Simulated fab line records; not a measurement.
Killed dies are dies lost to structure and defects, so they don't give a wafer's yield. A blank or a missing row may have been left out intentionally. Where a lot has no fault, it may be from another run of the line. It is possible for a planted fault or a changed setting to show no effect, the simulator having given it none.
Matching of chambers / flow n5_finfet / rie_diel-01 running N5_BEOL_M1_STRIP_66: 4 sister chambers
The step strips in CF4. 8 wafers are shown with their chamber, then 12 later ones without.

WAFERS, EACH WITH ITS CHAMBER
wafer=L082.3; chamber=2; showerhead_plenum_p_Torr (Torr)=1.74; drypump_motor_current_A (A)=5.2
wafer=L085.1; chamber=1; showerhead_plenum_p_Torr (Torr)=1.76; drypump_motor_current_A (A)=5.4
wafer=L088.1; chamber=3; showerhead_plenum_p_Torr (Torr)=1.82; drypump_motor_current_A (A)=6.0
wafer=L088.2; chamber=1; showerhead_plenum_p_Torr (Torr)=1.76; drypump_motor_current_A (A)=5.5
wafer=L088.3; chamber=0; showerhead_plenum_p_Torr (Torr)=1.73; drypump_motor_current_A (A)=5.5
wafer=L088.4; chamber=2; showerhead_plenum_p_Torr (Torr)=1.73; drypump_motor_current_A (A)=5.2
wafer=L088.5; chamber=3; showerhead_plenum_p_Torr (Torr)=1.82; drypump_motor_current_A (A)=6.0
wafer=L088.6; chamber=0; showerhead_plenum_p_Torr (Torr)=1.73; drypump_motor_current_A (A)=5.5

WAFERS WITHOUT THEIR CHAMBER
wafer=L089.1; showerhead_plenum_p_Torr (Torr)=1.76; drypump_motor_current_A (A)=5.4
wafer=L089.4; showerhead_plenum_p_Torr (Torr)=1.82; drypump_motor_current_A (A)=6.0
wafer=L089.6; showerhead_plenum_p_Torr (Torr)=1.82; drypump_motor_current_A (A)=6.0
wafer=L090.3; showerhead_plenum_p_Torr (Torr)=1.73; drypump_motor_current_A (A)=5.3
wafer=L090.4; showerhead_plenum_p_Torr (Torr)=1.73; drypump_motor_current_A (A)=5.5
wafer=L090.6; showerhead_plenum_p_Torr (Torr)=1.73; drypump_motor_current_A (A)=5.5
wafer=L093.1; showerhead_plenum_p_Torr (Torr)=1.73; drypump_motor_current_A (A)=5.3
wafer=L093.2; showerhead_plenum_p_Torr (Torr)=1.75; drypump_motor_current_A (A)=5.4
wafer=L093.3; showerhead_plenum_p_Torr (Torr)=1.72; drypump_motor_current_A (A)=5.5
wafer=L093.4; showerhead_plenum_p_Torr (Torr)=1.82; drypump_motor_current_A (A)=6.0
wafer=L093.5; showerhead_plenum_p_Torr (Torr)=1.75; drypump_motor_current_A (A)=5.4
wafer=L093.6; showerhead_plenum_p_Torr (Torr)=1.72; drypump_motor_current_A (A)=5.5

THE CHAMBER EACH PASSED THROUGH
wafer=L089.1; from the rows above=1; in truth=1
wafer=L089.4; from the rows above=3; in truth=3
wafer=L089.6; from the rows above=3; in truth=3
wafer=L090.3; from the rows above=2; in truth=2
wafer=L090.4; from the rows above=0; in truth=0
wafer=L090.6; from the rows above=0; in truth=0
wafer=L093.1; from the rows above=2; in truth=2
wafer=L093.2; from the rows above=1; in truth=1
wafer=L093.3; from the rows above=0; in truth=0
wafer=L093.4; from the rows above=3; in truth=3
wafer=L093.5; from the rows above=1; in truth=1
wafer=L093.6; from the rows above=0; in truth=0
Placed correctly: 12 of 12. From these rows, 0 cannot be placed. 0 placed wrongly.
How it was worked out, from the rows above alone: a wafer's distance from a chamber is the root of the sum, over the readings, of the square of ((its reading less the chamber's mean) divided by the reading's scatter). If the next closest chamber is less than 2 further off than the closest, the wafer can't be placed; otherwise it belongs to the closest. Each chamber's mean is taken over the wafers shown for it. The scatter: the root of (the sum of the squares of (reading less its chamber's mean) over the shown wafers, divided by (wafers less chambers)).
